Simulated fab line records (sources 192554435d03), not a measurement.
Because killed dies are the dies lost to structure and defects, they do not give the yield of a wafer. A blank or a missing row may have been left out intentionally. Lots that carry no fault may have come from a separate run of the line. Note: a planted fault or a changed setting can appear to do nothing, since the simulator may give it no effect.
Which tool is to blame? -- flow n5_finfet -- Sampling: 8 lots, 24 wafers, 5 of 1938 route steps

WHAT EACH GAUGE READ, for each wafer
N5_BEOL_M8_THK_MEAS_01.
lot,measured,on,M8_ILD_THK (nm)
L231,day 9 15:05,film_metro-02,153.6 155.2 155.6
L234,day 10 14:44,film_metro-02,150.7 154.4 154.8
L243,day 13 01:02,film_metro-02,152.9 153.9 154.4
L246,day 13 03:40,film_metro-02,152.8 154.6 117.7
L245,day 13 11:01,film_metro-01,115.0 154.6 115.3
L248,day 14 15:31,film_metro-01,154.0 156.4 157.6
L249,day 14 15:02,film_metro-02,155.2 152.3 155.5
L251,day 14 16:36,film_metro-02,153.8 159.7 157.1

WHICH TOOL RAN EACH LOT (tool, then ch and the chambers of the sampled wafers, then the start)
lot,N5_BEOL_M7_VIA_ETCH_34,N5_BEOL_M7_STRIP_80,N5_BEOL_M7_ALD_77,N5_BEOL_M8_ILD_DEP_00
L231,"rie_diel-01 ch 1,2,3, day 9 10:13","rie_diel-01 ch 1,2,3, day 9 11:17 or earlier","ald_metal-04 ch 0,2,3, day 9 11:17","pecvd-04 ch 1, day 9 14:26"
L234,"rie_diel-05 ch 0,3, day 10 09:23","rie_diel-05 ch 0,3, day 10 11:19 or earlier","ald_metal-03 ch 0,3, day 10 11:19","pecvd-02 ch 0,1,2, day 10 14:10"
L243,"rie_diel-01 ch 0,2,3, day 12 20:56","rie_diel-01 ch 0,2,3, day 12 22:47 or earlier","ald_metal-02 ch 0,1,2, day 12 22:47","pecvd-02 ch 1,2, day 13 00:28"
L246,"rie_diel-01 ch 0,1,3, day 13 00:16","rie_diel-01 ch 0,1,3, day 13 01:08 or earlier","ald_metal-04 ch 0,1,3, day 13 01:08","pecvd-02 ch 0,1, day 13 03:05"
L245,"rie_diel-03 ch 1,2, day 13 07:31","rie_diel-03 ch 1,2, day 13 08:23 or earlier","ald_metal-03 ch 0,2,3, day 13 08:23","pecvd-02 ch 0,1, day 13 10:26"
L248,"rie_diel-05 ch 1,3, day 14 10:17","rie_diel-05 ch 1,3, day 14 13:11 or earlier","ald_metal-03 ch 1,3, day 14 13:11","pecvd-04 ch 0,1, day 14 14:56"
L249,"rie_diel-05 ch 2,3, day 14 09:50","rie_diel-05 ch 2,3, day 14 11:02 or earlier","ald_metal-04 ch 0,1, day 14 11:02","pecvd-03 ch 0,1,2, day 14 14:28"
L251,"rie_diel-03 ch 1,2,3, day 14 13:08","rie_diel-03 ch 1,2,3, day 14 14:09 or earlier","ald_metal-04 ch 0,2, day 14 14:09","pecvd-03 ch 0,1,2, day 14 16:01"
- N5_BEOL_M7_VIA_ETCH_34: etches SiCOH lowk in C4F6/O2, target depth 125.5 nm, time 50.5 s.
- N5_BEOL_M7_STRIP_80: strips in N2/H2, time 10 s.
- N5_BEOL_M7_ALD_77: deposits TaN, target thk 2 nm, pulse time 2 s, purge time 3 s.
- N5_BEOL_M8_ILD_DEP_00: deposits SiCOH lowk from DEMS/porogen, target thk 179.75 nm, time 33.4 s.

THE ANSWER, worked out from the rows above alone
Rule: what is usual is taken from the lots themselves. The widest of any qualifying gaps counts: lots, ordered by their means at a reading, are off when they make up no more than a third of the lots, leave a main group of 4 or more, and stand apart from it by 3 or more times the standard deviation of that group's means. The tables above print the reading to a certain number of digits; a main group whose means all agree to those digits is not used. Also off: a lot with no number at a reading for which 4 or more lots have one. All remaining lots with rows at the step are treated as sound.
Off: at N5_BEOL_M8_THK_MEAS_01 (M8_ILD_THK), L246, L245. The main group: mean 154.8 nm, standard deviation 1.2.
If a tool, at a process step before that reading, ran all the lots that are off and no sound lot after the first of them, it fits. Those tools and the gauges at N5_BEOL_M8_THK_MEAS_01 are tried in the same way. With no start given for some of its lots, N5_BEOL_M7_STRIP_80 uses the hours and lot order of N5_BEOL_M7_ALD_77. One candidate fits, namely pecvd-02 at N5_BEOL_M8_ILD_DEP_00. A fault onset in the window from L243 (day 13 00:28, its last sound lot) to L246 (day 13 03:05, its first lot off) fits.

WHAT THE SIMULATOR PUT IN
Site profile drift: pecvd-02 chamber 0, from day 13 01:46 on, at N5_BEOL_M8_ILD_DEP_00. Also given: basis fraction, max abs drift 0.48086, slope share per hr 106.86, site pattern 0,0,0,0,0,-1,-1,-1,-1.
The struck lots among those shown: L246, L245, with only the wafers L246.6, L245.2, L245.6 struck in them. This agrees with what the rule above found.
